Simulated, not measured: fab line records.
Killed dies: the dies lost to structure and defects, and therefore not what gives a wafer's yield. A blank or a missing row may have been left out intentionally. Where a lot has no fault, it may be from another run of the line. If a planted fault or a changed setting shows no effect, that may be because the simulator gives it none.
fab line records    flow n5-finfet
record: lots: 8  wafers: 24  last-day: 19
route steps=1938 shown BEOL_M4@1111 BEOL_M10@1515 BEOL_M11@1536 PASSIVATION@1936
lots with no fault: from the same line, run without faults
start-h: hours from the record's opening day to when the first of the lot's shown wafers began    wait-h: time in hours since the lot's previous step    " identical to the entry in the row above    L1.1+2: a single row standing in for several wafers    - either no value or no given start    * or withheld: withheld    < > ~ a bound
route shown NAME@n: NAME is a module with steps in the file, n the number in the route of the first one    usual: mean/standard deviation taken from wafers without a fault    same: alike in all rows    chamber/n: place in a boat    sites: readings site by site    _std_site: the values' standard deviation    _edge_site: inner sites' mean taken away from outer sites' mean    radius-mm: how far each site lies from the wafer's centre    mask NAME#n: copy n    behind: the tool/chamber that last shaped the wafer    hold: why the lot went on hold/how many hours it stayed there/how the hold came to an end    device: whichever transistor did not switch (one of n, p or np)    end of line: the route-end tests of the same wafers    step lacking rows: just its recipe    killed: count of dies lost to structure and defects at first sort (not the wafer's yield)    map: a wafer's dies, marking killed ones x, the rest . and places with no die _
set.NAME: setting as actually run; set.NAME@STEP: the setting as run at that earlier step    model.NAME: the simulator's own value behind a step, which no gauge read
the route's steps for a sample of lots (tables are steps, rows are wafers)
services: the hour from which a tool's chamber was out of use, counted from the record's first day as start-h (under 0 if before that day), plus the number of hours and why
== steps ==
step: N5_BEOL_M4_RC_MEAS_101
usual: DIBL_N: 36.3/1.2  DIBL_P: 36.3/1.4  IOFF_N: 0.160/0.02  IOFF_P: 0.210/0.025  ION_N: 675/9.5  ION_P: 462/7  SS_N: 71.5/0.53  SS_P: 73.4/0.55  VT_N: 249.5/2.6  VT_P: -250.1/2.9
lot.wafer  tool       chamber  start-h  wait-h  DIBL_N[mV/V]  DIBL_P[mV/V]  IOFF_N[nA/um]  IOFF_P[nA/um]  ION_N[uA/um]  ION_P[uA/um]  SS_N[mV/dec]  SS_P[mV/dec]  VT_N[mV]  VT_P[mV]
L528.1     prober-01  0        216.87   0.0     37.5          36.8          0.145          0.188          653           450           71.6          73.6          254.1     -254.0
L528.2     "          0        "        "       37.3          36.6          0.143          0.180          662           453           71.6          73.6          252.0     -252.6
L528.6     "          0        "        "       39.3          38.2          0.168          0.201          665           455           72.5          73.5          250.0     -252.0
L534.1     prober-01  0        266.57   0.0     37.4          37.5          0.188          0.264          683           474           71.3          72.9          245.9     -243.1
L534.3     "          0        "        "       38.1          37.9          0.201          0.283          684           473           71.3          73.1          244.1     -245.8
L534.4     "          0        "        "       38.0          37.0          0.192          0.258          691           472           71.4          73.5          246.1     -245.2
L540.2     prober-01  0        329.33   0.2     37.6          37.1          0.161          0.217          668           463           72.0          73.6          248.7     -250.7
L540.4     "          0        "        "       37.5          38.0          0.166          0.232          672           459           72.5          74.2          250.3     -246.4
L540.6     "          0        "        "       35.9          35.6          0.140          0.205          672           463           71.4          73.5          249.4     -251.9
L544.2     prober-01  0        334.53   0.2     35.8          36.4          0.172          0.200          682           461           70.8          73.0          246.2     -253.4
L544.3     "          0        "        "       35.5          34.8          0.154          0.179          676           458           71.4          73.1          247.9     -254.3
L544.5     "          0        "        "       34.8          34.7          0.147          0.184          677           464           70.5          72.1          250.8     -251.8
L543.1     prober-01  0        338.63   0.0     38.0          38.8          0.173          0.213          667           454           71.4          73.9          249.4     -251.8
L543.2     "          0        "        "       35.9          35.7          0.131          0.184          659           449           70.8          73.0          253.3     -254.3
L543.5     "          0        "        "       35.7          35.6          0.134          0.183          650           449           71.6          72.8          253.9     -253.9
L541.2     prober-02  0        341.08   0.2     37.2          34.9          0.162          0.192          673           456           71.7          73.2          248.4     -251.6
L541.4     "          0        "        "       35.2          33.0          0.126          0.172          674           459           71.4          73.3          256.2     -251.6
L541.6     "          0        "        "       37.3          35.3          0.164          0.212          678           460           71.6          73.9          250.0     -249.3
L545.1     prober-01  0        344.62   0.0     36.0          36.6          0.165          0.215          682           462           71.3          73.0          247.6     -251.8
L545.4     "          0        "        "       35.2          35.6          0.144          0.190          674           462           70.7          73.1          250.9     -250.1
L545.5     "          0        "        "       35.2          35.0          0.141          0.183          679           466           71.6          73.3          252.5     -251.1
L547.1     prober-01  0        356.00   0.0     33.8          35.9          0.157          0.187          675           459           70.8          73.3          248.4     -252.7
L547.4     "          0        "        "       35.6          36.3          0.190          0.194          668           452           71.2          73.7          248.9     -254.3
L547.6     "          0        "        "       36.2          37.2          0.183          0.204          668           452           71.7          74.0          250.5     -252.4
step: N5_BEOL_M10_OCD_MEAS_38
usual: trench-depth-nm: 147.4/2.1
lot.wafer  tool    chamber  start-h  wait-h  trench-depth-nm
L528.1     ocd-01  -        277.61   -       151.1
L528.2     "       -        "        "       144.6
L528.6     "       -        "        "       143.2
L534.1     ocd-01  -        318.00   -       147.5
L534.3     "       -        "        "       151.6
L534.4     "       -        "        "       145.5
L544.2     ocd-02  -        391.32   -       148.9
L544.3     "       -        "        "       145.0
L544.5     "       -        "        "       147.4
L540.2     ocd-02  -        391.60   -       149.8
L540.4     "       -        "        "       148.4
L540.6     "       -        "        "       148.4
L541.2     ocd-02  -        401.92   -       147.4
L541.4     "       -        "        "       146.0
L541.6     "       -        "        "       148.3
L543.1     ocd-01  -        402.95   -       147.0
L543.2     "       -        "        "       149.6
L543.5     "       -        "        "       147.6
L545.1     ocd-01  -        404.22   -       149.8
L545.4     "       -        "        "       147.6
L545.5     "       -        "        "       146.6
L547.1     ocd-02  -        410.16   -       146.9
L547.4     "       -        "        "       145.9
L547.6     "       -        "        "       146.2
step: N5_BEOL_M10_CURE_72
recipe: temp-c: 370  time-s: 120  ambient: DMADMS/He  material: SiCOH_lowk
usual: lamp-power-pct: 52.32/0.059  wafer_temp_C_max: 372.2/0.69
lot.wafer  tool        chamber  start-h  wait-h  lamp-power-pct  wafer_temp_C_max
L528.1     uv-cure-03  1        278.01   0.2     52.39           371.5
L528.2     "           1        "        "       52.23           371.7
L528.6     "           1        "        "       52.37           371.1
L534.1     uv-cure-01  2        318.20   0.0     52.24           371.4
L534.3     "           2        "        "       52.33           371.7
L534.4     "           2        "        "       52.33           371.6
L544.2     uv-cure-01  0        391.56   0.1     52.16           371.8
L544.3     "           0        "        "       52.26           372.4
L544.5     "           0        "        "       52.34           371.7
L540.2     uv-cure-03  0        391.84   0.1     52.22           372.1
L540.4     "           0        "        "       52.27           372.9
L540.6     "           0        "        "       52.43           372.7
L541.2     uv-cure-02  0        402.16   0.1     52.31           371.7
L541.4     "           0        "        "       52.29           372.4
L541.6     "           0        "        "       52.21           371.4
L543.1     uv-cure-01  1        403.14   0.0     52.27           373.0
L543.2     "           1        "        "       52.32           372.6
L543.5     "           1        "        "       52.22           372.6
L545.1     uv-cure-03  1        404.41   0.0     52.31           371.9
L545.4     "           1        "        "       52.34           371.7
L545.5     "           1        "        "       52.39           371.6
L547.1     uv-cure-03  2        410.35   0.0     52.25           372.8
L547.4     "           2        "        "       52.39           372.7
L547.6     "           2        "        "       52.41           373.1
step: N5_BEOL_M10_CMP_52
recipe: stop-on: SiCOH_lowk  t-overpolish-s: 7  down-force-psi: 1  platen-rpm: 50  clearing-platen-down-force-psi: 1.5  clearing-platen-rpm: 50  post-cmp-clean: cu-alkaline  target-thk-nm: 140  clearing-platen-pad-velocity-m-s: 0.99484  pad-velocity-m-s: 0.99484
usual: barrier-field-endpoint-s: 28.6/0.57  motor-current-A: 6.2/0.47  overpolish-run-s: 6.999/0.0098  pad-life-wafers: 954/600  platen-rpm: 50.00/0.034  slurry-flow-ml-min: 150.0/0.45  time-to-endpoint-s: 64.3/2.2
lot.wafer  tool    chamber  start-h  wait-h  barrier-field-endpoint-s  motor-current-A  overpolish-run-s  pad-life-wafers  platen-rpm  slurry-flow-ml-min  time-to-endpoint-s
L528.1     cmp-01  3        279.89   0.3     27.9                      5.7              6.998             1129             49.91       150.7               61.6
L528.2     "       0        "        "       27.5                      6.1              7.005             1130             50.00       149.6               63.3
L528.6     "       2        "        "       29.3                      6.2              6.997             -                49.97       149.9               67.9
L534.1     cmp-04  1        321.31   0.5     28.1                      5.9              7.009             192              50.01       150.1               63.3
L534.3     "       2        "        "       28.1                      6.6              6.996             193              49.90       150.2               63.9
L534.4     "       0        "        "       47.0                      6.0              0.036             195              49.97       149.9               86.8
L544.2     cmp-03  3        394.47   0.3     27.6                      5.6              7.010             1446             49.97       150.2               61.2
L544.3     "       2        "        "       27.3                      5.5              6.998             1449             50.02       150.3               59.0
L544.5     "       0        "        "       28.3                      6.3              7.013             -                50.00       149.1               61.8
L540.2     cmp-04  2        394.57   0.2     28.7                      6.5              7.008             829              50.01       149.4               68.8
L540.4     "       3        "        "       28.7                      7.2              6.982             830              50.02       150.1               66.7
L540.6     "       1        "        "       28.6                      5.9              7.007             -                49.99       150.2               65.1
L541.2     cmp-04  3        404.41   0.2     28.5                      7.1              6.989             912              49.97       149.9               63.4
L541.4     "       0        "        "       28.9                      6.0              7.010             913              50.05       150.1               68.4
L541.6     "       0        "        "       29.3                      6.2              6.987             -                50.02       149.4               66.4
L543.1     cmp-04  2        405.00   0.3     27.8                      6.3              6.991             918              50.03       150.4               60.7
L543.2     "       1        "        "       28.0                      6.2              7.010             921              50.00       150.7               60.6
L543.5     "       3        "        "       28.3                      6.7              7.008             -                50.03       150.0               62.5
L545.1     cmp-03  3        406.57   0.3     28.7                      5.4              6.977             1561             49.98       150.1               68.1
L545.4     "       0        "        "       27.8                      6.9              7.009             1562             50.05       149.8               64.9
L545.5     "       2        "        "       28.7                      5.3              7.001             -                50.03       150.2               67.3
L547.4     cmp-04  2        413.21   0.1     29.2                      6.4              7.001             978              49.97       149.9               63.5
L547.1     "       1        "        "       28.6                      5.9              7.001             981              49.96       150.6               64.5
L547.6     "       3        "        "       28.7                      7.1              6.990             -                50.00       149.7               64.4
step: N5_BEOL_M10_THK_MEAS_53
recipe: thk-meas-gauge: xrf  reads: Cu_of_BEOL_M10_ECD_50
usual: M10_THK: 139.2/2.4
lot.wafer  tool           chamber  start-h  wait-h  M10_THK[nm]
L528.1     film-metro-01  -        280.15   -       141.1
L528.2     "              -        "        "       135.0
L528.6     "              -        "        "       133.8
L534.1     film-metro-02  -        321.61   -       138.5
L534.3     "              -        "        "       143.6
L534.4     "              -        "        "       246.0
L544.2     film-metro-01  -        394.77   -       140.3
L544.3     "              -        "        "       135.1
L544.5     "              -        "        "       137.7
L540.2     film-metro-02  -        394.82   -       143.4
L540.4     "              -        "        "       142.1
L540.6     "              -        "        "       139.5
L541.2     film-metro-01  -        404.71   -       139.1
L541.4     "              -        "        "       139.6
L541.6     "              -        "        "       141.4
L543.1     film-metro-02  -        405.30   -       138.0
L543.2     "              -        "        "       138.3
L543.5     "              -        "        "       138.7
L545.1     film-metro-01  -        406.83   -       140.6
L545.4     "              -        "        "       140.0
L545.5     "              -        "        "       138.7
L547.1     film-metro-02  -        413.51   -       138.8
L547.4     "              -        "        "       137.4
L547.6     "              -        "        "       137.3
step: N5_BEOL_M10_INSPECT_58
recipe: inspect-instrument: darkfield  mode: post-dep
usual: raw-defect-count: 72/23
lot.wafer  tool               chamber  start-h  wait-h  raw-defect-count
L528.1     defect-inspect-01  -        280.55   0.2     55
L528.2     "                  -        "        "       72
L528.6     "                  -        "        "       42
L534.1     defect-inspect-02  -        321.77   0.0     64
L534.3     "                  -        "        "       56
L534.4     "                  -        "        "       2256
L544.2     defect-inspect-02  -        394.93   0.0     45
L544.3     "                  -        "        "       60
L544.5     "                  -        "        "       37
L540.2     defect-inspect-02  -        394.99   0.0     98
L540.4     "                  -        "        "       87
L540.6     "                  -        "        "       61
L541.2     defect-inspect-02  -        404.87   0.0     81
L541.4     "                  -        "        "       112
L541.6     "                  -        "        "       93
L543.1     defect-inspect-02  -        405.46   0.0     86
L543.2     "                  -        "        "       61
L543.5     "                  -        "        "       66
L545.1     defect-inspect-01  -        406.99   0.0     53
L545.4     "                  -        "        "       56
L545.5     "                  -        "        "       63
L547.1     defect-inspect-02  -        413.67   0.0     55
L547.4     "                  -        "        "       56
L547.6     "                  -        "        "       80
step: N5_BEOL_M11_ILD_DEP_00
recipe: material: SiCOH_lowk  target-thk-a: 3085.1  temp-c: 300  precursor: DEMS/porogen  pressure-torr: 5  rf-w: 500  time-s: 58
usual: chamber-pressure-Torr: 5.001/0.011  heater-power-w: 307/58  showerhead-plenum-p-Torr: 5.742/0.013  throttle-valve-pct: 13.8/0.95
lot.wafer  tool      chamber  start-h  wait-h  chamber-pressure-Torr  heater-power-w  showerhead-plenum-p-Torr  throttle-valve-pct
L528.1     pecvd-02  2        280.59   0.0     4.990                  333             5.732                     13.2
L528.2     "         0        "        "       5.027                  244             5.760                     15.2
L528.6     "         1        "        "       4.983                  305             5.744                     14.8
L534.1     pecvd-02  2        321.81   0.0     5.008                  298             5.748                     12.9
L534.3     "         0        "        "       5.006                  212             5.743                     15.1
L544.2     pecvd-02  0        394.96   0.0     5.012                  244             5.753                     15.2
L544.3     "         2        "        "       4.997                  349             5.757                     12.9
L544.5     "         2        "        "       4.993                  361             5.741                     13.1
L540.2     pecvd-03  2        395.03   0.0     4.973                  314             5.746                     13.0
L540.4     "         2        "        "       5.008                  318             5.743                     13.2
L540.6     "         0        "        "       4.998                  336             5.736                     15.4
L541.2     pecvd-03  1        404.90   0.0     5.001                  410             5.741                     13.8
L541.4     "         2        "        "       4.993                  326             5.760                     12.8
L541.6     "         1        "        "       5.001                  420             5.745                     13.6
L543.1     pecvd-01  0        405.50   0.0     5.009                  267             5.722                     13.3
L543.2     "         2        "        "       5.012                  375             5.753                     12.8
L543.5     "         2        "        "       5.000                  387             5.753                     12.7
L545.1     pecvd-01  0        407.03   0.0     5.001                  242             5.709                     13.6
L545.4     "         2        "        "       4.998                  307             5.753                     12.7
L545.5     "         1        "        "       5.000                  315             5.728                     14.0
L547.1     pecvd-02  0        413.71   0.0     4.985                  266             5.759                     15.0
L547.4     "         2        "        "       5.008                  326             5.756                     13.2
L547.6     "         0        "        "       4.991                  198             5.754                     15.0
step: N5_PASSIVATION_PROBE_49
usual: defect-limited-yield: 90.9/1.3  killed_at_M0_to_M3: 36/11  killed_at_M4_up: 13/5.1  killed-at-contacts: 14/4.9  killed-at-front-end: 41/10  killed-at-other: 3.4/2.6  killed-dies: 107/16  killed-on-rim: 14/4  killed-open: 70/11  killed-short: 36/7.8  sort_bin_5_function: 5.4/0.84  sort_bin_6_memory: 3.4/0.67  sort_bin_8_speed: 0.00/0.0099  sort-n-pass: 1073/16  sort-yield-pct: 90.9/1.3
same: gross-dies: 1180  killed-at-back-side: 0  sort_bin_4_leakage[%]: 0
lot.wafer  tool       chamber  start-h  wait-h  defect-limited-yield[%]  killed_at_M0_to_M3  killed_at_M4_up  killed-at-contacts  killed-at-front-end  killed-at-other  killed-dies  killed-on-rim  killed-open  killed-short  sort_bin_5_function[%]  sort_bin_6_memory[%]  sort_bin_8_speed[%]  sort-n-pass  sort-yield-pct[%]
L528.1     prober-01  -        333.03   0.0     91.0                     34                  17               8                   46                   1                106          15             73           32            5.0                     3.6                   0                    1074         91.0
L528.2     prober-01  -        333.08   0.1     92.2                     30                  8                23                  30                   1                92           14             65           26            4.7                     2.9                   0                    1088         92.2
L528.6     prober-01  -        333.28   0.3     88.5                     37                  9                21                  65                   4                136          20             85           50            6.9                     4.1                   0                    1044         88.5
L534.1     prober-02  -        369.12   0.0     92.2                     25                  3                27                  36                   1                92           12             61           30            4.0                     3.3                   0                    1088         92.2
L534.3     prober-02  -        369.22   0.1     91.4                     27                  10               18                  40                   6                101          15             69           27            5.3                     2.6                   0                    1079         91.4
L534.4     prober-02  -        369.27   0.2     0                        37                  1086             9                   48                   0                1180         152            68           36            5.3                     2.8                   0                    0            0
L540.2     prober-01  -        451.21   0.1     93.6                     20                  9                13                  33                   0                75           17             46           27            4.2                     1.9                   0                    1105         93.6
L540.4     prober-01  -        451.31   0.2     94.7                     21                  7                10                  25                   0                63           6              43           19            3.1                     2.1                   0                    1117         94.7
L540.6     prober-01  -        451.41   0.3     92.6                     22                  13               14                  33                   5                87           9              52           33            4.1                     2.9                   0                    1093         92.6
L543.1     prober-01  -        461.03   0.0     91.1                     36                  15               8                   42                   4                105          9              67           36            5.3                     3.1                   0                    1075         91.1
L543.2     prober-01  -        461.08   0.1     92.4                     39                  15               5                   31                   0                90           16             57           31            4.5                     3.1                   0                    1090         92.4
L543.5     prober-01  -        461.23   0.2     89.6                     47                  19               17                  37                   3                123          9              80           40            5.7                     4.4                   0                    1057         89.6
killed by level:class
L528.1 STI_FIN_REVEAL:geometric-particle:open=14 BEOL_M4:geometric-particle:open=9 DUMMY_GATE:geometric-particle:open=7 BEOL_M2:geometric-particle:open=7 MOL_CONTACT_COAG:geometric-particle:open=6 FIN_SAQP:geometric-particle:open=5 BEOL_M0_SAQP:geometric-particle:short=5 ILD0:geometric-particle:open=4
L528.2 MOL_CONTACT_COAG:geometric-particle:open=18 FIN_SAQP:geometric-particle:open=8 BEOL_M0_SAQP:geometric-particle:short=7 BEOL_M3:geometric-particle:open=7 BEOL_M4:geometric-particle:open=6 GATE_CUT:geometric-particle:open=5 MOL_CONTACT_COAG:geometric-particle:short=5 BEOL_M0_SAQP:geometric-particle:open=5
L528.6 STI_FIN_REVEAL:geometric-particle:open=22 MOL_CONTACT_COAG:geometric-particle:open=14 FIN_SAQP:geometric-particle:open=13 BEOL_M0_SAQP:geometric-particle:short=9 BEOL_M0_SAQP:geometric-particle:open=8 FIN_SAQP:geometric-particle:short=7 MOL_CONTACT_COAG:geometric-particle:short=7 GATE_CUT:geometric-particle:open=5
L534.1 MOL_CONTACT_COAG:geometric-particle:open=23 FIN_SAQP:geometric-particle:short=15 FIN_SAQP:geometric-particle:open=10 BEOL_M1:geometric-particle:open=9 BEOL_M0_SAQP:geometric-particle:open=5 MOL_CONTACT_COAG:geometric-particle:short=4 BEOL_M3:geometric-particle:open=4 ILD0:geometric-particle:short=3
L534.3 FIN_SAQP:geometric-particle:open=20 MOL_CONTACT_COAG:geometric-particle:open=15 FIN_SAQP:geometric-particle:short=6 BEOL_M2:geometric-particle:short=5 BEOL_M3:geometric-particle:open=4 BEOL_M0_SAQP:geometric-particle:short=4 BEOL_M0_SAQP:geometric-particle:open=4 PASS1_DEP:geometric-particle:open=4
L534.4 BEOL_M10:area-cmp=1075 FIN_SAQP:geometric-particle:open=14 FIN_SAQP:geometric-particle:short=10 BEOL_M4:geometric-particle:open=8 BEOL_M0_SAQP:geometric-particle:open=8 MOL_CONTACT_COAG:geometric-particle:open=7 BEOL_M0_SAQP:geometric-particle:short=7 ILD0:geometric-particle:short=6
L540.2 MOL_CONTACT_COAG:geometric-particle:open=12 FIN_SAQP:geometric-particle:short=8 FIN_SAQP:geometric-particle:open=5 STI_FIN_REVEAL:geometric-particle:open=5 BEOL_M3:geometric-particle:open=5 BEOL_M4:geometric-particle:open=5 ILD0:geometric-particle:short=4 BEOL_M0_SAQP:geometric-particle:short=4
L540.4 MOL_CONTACT_COAG:geometric-particle:open=8 BEOL_M2:geometric-particle:open=8 FIN_SAQP:geometric-particle:short=6 FIN_SAQP:geometric-particle:open=5 BEOL_M3:geometric-particle:open=5 STI_FIN_REVEAL:geometric-particle:open=4 STARTING-WAFER:geometric-particle:short=3 GATE_CUT:geometric-particle:short=2
L540.6 MOL_CONTACT_COAG:geometric-particle:open=13 FIN_SAQP:geometric-particle:open=10 BEOL_M0_SAQP:geometric-particle:short=9 FIN_SAQP:geometric-particle:short=4 STI_FIN_REVEAL:geometric-particle:open=3 GATE_CUT:geometric-particle:short=3 BEOL_M0_SAQP:geometric-particle:open=3 BEOL_M1:geometric-particle:open=3
L543.1 STI_FIN_REVEAL:geometric-particle:open=12 BEOL_M0_SAQP:geometric-particle:short=10 MOL_CONTACT_COAG:geometric-particle:open=6 BEOL_M0_SAQP:geometric-particle:open=6 BEOL_M2:geometric-particle:open=6 DUMMY_GATE:geometric-particle:open=5 BEOL_M3:geometric-particle:open=5 BEOL_M4:geometric-particle:open=5
L543.2 BEOL_M0_SAQP:geometric-particle:short=12 BEOL_M0_SAQP:geometric-particle:open=11 STI_FIN_REVEAL:geometric-particle:open=8 DUMMY_GATE:geometric-particle:open=6 GATE_CUT:geometric-particle:open=5 MOL_CONTACT_COAG:geometric-particle:open=5 BEOL_M1:geometric-particle:open=5 BEOL_M0:geometric-particle:open=4
L543.5 MOL_CONTACT_COAG:geometric-particle:open=13 BEOL_M0_SAQP:geometric-particle:short=13 BEOL_M0_SAQP:geometric-particle:open=11 BEOL_M4:geometric-particle:open=8 STI_FIN_REVEAL:geometric-particle:open=8 BEOL_M3:geometric-particle:short=8 DUMMY_GATE:geometric-particle:open=7 FIN_SAQP:geometric-particle:short=6
== services ==
tool        chamber  start-h  hours  kind
pecvd-02    2        255.76   6.7    repair
cmp-04      -        264.61   6.3    pm
pecvd-03    1        271.19   2.1    repair
cmp-04      -        273.00   2.2    repair
cmp-01      -        275.16   0.4    repair
pecvd-01    1        276.93   5.8    repair
pecvd-03    0        276.97   8.1    repair
cmp-04      -        300.11   4.0    pm
cmp-04      -        304.11   -      consumable-replace:conditioner
cmp-04      -        304.11   -      consumable-replace:pad
cmp-01      -        304.45   6.7    pm
cmp-01      -        312.79   1.2    repair
uv-cure-03  -        334.74   4.5    pm
cmp-03      -        341.70   0.9    repair
cmp-01      -        345.68   4.3    repair
cmp-03      -        346.40   1.2    repair
pecvd-02    2        347.40   5.5    scheduled-down
uv-cure-01  -        368.52   7.5    pm
uv-cure-02  -        371.31   28.1   pm
pecvd-01    2        373.13   10.6   repair
pecvd-02    0        381.77   2.6    repair
cmp-01      -        392.09   4.0    pm
uv-cure-03  -        393.46   1.0    pm
cmp-04      -        408.34   1.2    repair
== key ==
first-sign: step: N5_BEOL_M10_CMP_52  reading: overpolish-run-s  direction: down  sigmas: 99+  usual: 6.999  struck: 0.036
effect: step: N5_BEOL_M10_CMP_52  reading: barrier-field-endpoint-s  direction: up  sigmas: 32  usual: 28.6  struck: 47.0
effect: step: N5_BEOL_M10_THK_MEAS_53  reading: M10_THK  direction: up  sigmas: 44  usual: 139.2  struck: 246.0
effect: step: N5_BEOL_M10_INSPECT_58  reading: raw-defect-count  direction: up  sigmas: 93  usual: 72  struck: 2256
effect: step: N5_PASSIVATION_PROBE_49  reading: killed_at_M4_up  direction: up  sigmas: 99+  usual: 13  struck: 1086
more-kills-born-at: N5_BEOL_M10_CMP_52@cmp-04: 1075
met-at N5_BEOL_M10_CMP_52
struck-lots L534
struck-wafers L534.4
later-rows-left-out L534.4
not-acting-at N5_BEOL_M10_OCD_MEAS_38,N5_BEOL_M10_CURE_72,N5_BEOL_M11_ILD_DEP_00
fault: kind: process-parameter-drift  tool: cmp-04  chamber: -  onset-h: 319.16  steps: N5_BEOL_M10_CMP_52  channel: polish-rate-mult  offset: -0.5  shape: step  end-h: 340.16  scope: struck-wafers-only
later-rows-left-out: the simulator's readings of these wafers behind a module that went badly wrong aren't trusted and aren't shown, but for the sort
